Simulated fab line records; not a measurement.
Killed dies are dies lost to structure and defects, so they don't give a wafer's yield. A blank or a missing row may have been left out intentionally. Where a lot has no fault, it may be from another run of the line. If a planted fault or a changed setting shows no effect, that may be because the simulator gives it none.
2 desks looking at one fault :: flow n5_finfet :: every desk sees just its own numbers, and what lay behind them comes last

== THE DEFECT DESK ==
Inspection counts along the route, by lot: the mean over sampled wafers that carry a number. A lot is out of limits, marked OUT, if its mean lies more than 4 standard deviations from the usual mean; the brackets give that distance.
Columns: A = raw_defect_count at N5_BEOL_M9_INSPECT_13, usual 407; B = raw_defect_count at N5_BEOL_M9_INSPECT_30, usual 423
lot: L178
first seen here: day 11 00:13
A: 354
B: 354

lot: L182
first seen here: day 11 02:14
A: 527
B: 625

lot: L184
first seen here: day 11 20:41
A: 465
B: 460

lot: L183
first seen here: day 11 20:54
A: 418
B: 482

lot: L185
first seen here: day 12 06:25
A: 371
B: 364

lot: L192
first seen here: day 13 18:44
A: 798
B: 782

lot: L190
first seen here: day 13 19:12
A: 764
B: 690

lot: L195
first seen here: day 14 14:37
A: 336
B: 427

lot: L197
first seen here: day 15 09:05
A: 378
B: 380

lot: L196
first seen here: day 15 09:16
A: 308
B: 355
This desk's verdict: no lot among the 10 shows anything out of limits.

== FOR THE TOOL OWNER'S DESK: pecvd-04 ==
The tool's own readings at N5_BEOL_M9_PECVD_70 (deposits SiO2 from TEOS/O2, target thk 20 nm, time 22.7 s): means of the sampled wafers that have a number, for each lot that ran on this tool. A lot is out of limits, marked OUT, if its mean lies more than 4 standard deviations from the usual mean; the brackets give that distance.
Columns: A = heater_power_w at N5_BEOL_M9_PECVD_70, usual 710 W; B = showerhead_plenum_p_Torr at N5_BEOL_M9_PECVD_70, usual 8.80 Torr; C = throttle_valve_pct at N5_BEOL_M9_PECVD_70, usual 22.4 %
lot: L178
first seen here: day 10 23:26
A: 710
B: 8.86
C: 21.4

lot: L182
first seen here: day 11 01:22
A: 647
B: 8.73
C: 23.6

lot: L183
first seen here: day 11 19:27
A: 729
B: 8.81
C: 22.9

lot: L192
first seen here: day 13 16:25
A: 700
B: 8.78
C: 21.5

lot: L190
first seen here: day 13 17:26
A: 713
B: 8.80
C: 22.3
This desk's verdict: no lot among the 5 shows anything out of limits.

== ALL TOGETHER ==
No out-of-limits result turned up at the defect desk.
The tool owner's desk saw nothing out of limits.

== WHAT WAS PUT IN BY THE SIMULATOR ==
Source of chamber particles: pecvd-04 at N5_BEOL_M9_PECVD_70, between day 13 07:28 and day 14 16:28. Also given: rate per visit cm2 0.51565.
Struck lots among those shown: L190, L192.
